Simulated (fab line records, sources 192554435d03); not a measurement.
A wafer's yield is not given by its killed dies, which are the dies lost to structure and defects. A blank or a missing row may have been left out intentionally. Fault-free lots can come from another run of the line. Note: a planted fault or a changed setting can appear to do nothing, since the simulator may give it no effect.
Comparing a struck lot with a sound one | flow n5Finfet | 16 steps out of a route of 1938
Sound: these wafers, L836.1, L836.2, L836.4. Struck: wafer L842.4. (L842.1, L842.2 of the same lot were not struck and are left out.) The cause comes at the end.
Order at every step that has rows: each side's tool, ch and its chambers, its first start. Under that, the readings that differ: sound wafers | struck wafers | difference of the means | sigmas: that difference in standard deviations of wafers without a fault.
alike: same words and numbers on both sides, and readings whose means sit less than 2 such deviations apart. not compared: any withheld reading, any reading some wafer has no value for, any bound like >300 that may hide the same value, and any number with overlapping values for which the record gives no deviation.
A row with sigmas, a row that says differs or no value, or rows on one side alone: a step with any of these is where the two part. Numbers that have no deviation but don't overlap get no sigmas and don't part them. Lack of a reading on every wafer of one side parts them only where that side has two or more wafers.

first, 1 step without rows for these wafers: N5_FIN_CUT_DESCUM_13 (chemistry O2, time 7 s).
N5_FIN_CUT_ETCH_30: etches underlayer in N2/H2, target depth 13 nm, time 10.4 s.
  sound on rieDiel-05 ch 1,2,3, day 2 20:38; struck on rieDiel-02 ch 3, day 4 09:11
  alike: drypumpMotorCurrentA, etchRfOnTimeS, oesProductAu, rfVppV, showerheadPlenumPTorr, throttleValvePct
  not compared: rfHoursCounterH
then, 5 steps without rows for these wafers: N5_FIN_CUT_ETCH_20 (etches SiARC in CF4, target depth 26 nm, time 43.3 s); N5_FIN_CUT_ETCH_21 (etches SOC in N2/H2, target depth 219 nm, overetch 43.8 nm, time 523.5 s); N5_FIN_CUT_STRIP_23 (strips in N2/H2); N5_FIN_CUT_STRIP_31 (strips in N2/H2); N5_FIN_CUT_STRIP_24 (strips in CF4).
N5_FIN_CUT_CUT_ETCH_26: etches SiNx in CH3F/O2, target depth 39 nm, time 55.7 s.
  sound on rieDiel-05 ch 1,2,3, day 2 21:02; struck on rieDiel-02 ch 3, day 4 09:35
  alike: drypumpMotorCurrentA, oes_o_777_au, oesProductAu, rfVppV, showerheadPlenumPTorr, throttleValvePct
  not compared: rfHoursCounterH
N5_FIN_CUT_CUT_ETCH_27: etches SiO2 in CHF3/O2, target depth 4 nm, overetch 2 nm, time 4.9 s.
  sound on rieDiel-05 ch 1,2,3, day 2 21:05; struck on rieDiel-02 ch 3, day 4 09:38
  alike: drypumpMotorCurrentA, oes_o_777_au, oesProductAu, rfVppV, showerheadPlenumPTorr, throttleValvePct
  not compared: rfHoursCounterH
N5_FIN_CUT_PRECLEAN_35: cleans in vHF, time 13.3 s.
  sound on vaporEtch-01 ch 0,1, day 2 21:09; struck on vaporEtch-02 ch 1, day 4 09:42
  alike: drypumpMotorCurrentA
N5_FIN_CUT_CUT_ETCH_15: etches Si in HBr/Cl2/O2, target depth 100 nm, bt time 10 s, time 42.4 s.
  sound on rieSi-04 ch 0,2,3, day 2 21:14; struck on rieSi-04 ch 3, day 4 09:47
  alike: drypumpMotorCurrentA, oes_o_777_au, oesProductAu, throttleValvePct
  not compared: rfHoursCounterH
then, 1 step without rows for these wafers: N5_FIN_CUT_CUT_ETCH_28 (etches Si in HBr/Cl2/O2, target depth 6 nm, time 2.4 s).
N5_FIN_CUT_STRIP_22: strips in N2/H2.
  sound on rieDiel-03 ch 1,2,3, day 2 21:21; struck on rieDiel-03 ch 2, day 4 09:55
reading             | sound             | struck | difference | sigmas
powerW (W)          | 499.5 500.2 498.9 | 452.8  | -46.7      | -31
rfHoursCounterH (h) | 224 132 131       | 234    | +72        | 
  alike: drypumpMotorCurrentA, oesProductAu, rfVppV, showerheadPlenumPTorr, throttleValvePct
then, 1 step without rows for these wafers: N5_FIN_CUT_PRECLEAN_36 (cleans in O3/DIW, time 60 s).
-- here the record skips 6 days between the struck wafers' starts before and after, leaving off in module FIN_CUT and picking up in module BEOL_M4 (first step shown: number 1111 of the route) --
N5_BEOL_M4_RC_MEAS_101:
  sound on prober-01 ch 0, day 8 20:47; struck on prober-01 ch 0, day 10 19:35
reading       | sound          | struck | difference | sigmas
ION_N (uA/um) | 686 686 689    | 651    | -36        | -2
VT_N (mV)     | 244 241 248    | 258    | +14        | +3
VT_P (mV)     | -243 -240 -248 | -253   | -9         | -2
  alike: DIBL_N, DIBL_P, IOFF_N, IOFF_P, ION_P, SS_N, SS_P
N5_PASSIVATION_PROBE_49:
  the record has rows for the sound wafers here (prober-01, day 13 03:47) and none for the struck ones

== WHERE THEY PART ==
First at N5_FIN_CUT_STRIP_22; last, within this record, at N5_PASSIVATION_PROBE_49.

WHY: what had been put in by the simulator
rieDiel-03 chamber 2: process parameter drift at N5_FIN_CUT_STRIP_22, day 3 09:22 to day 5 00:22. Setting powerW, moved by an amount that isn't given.
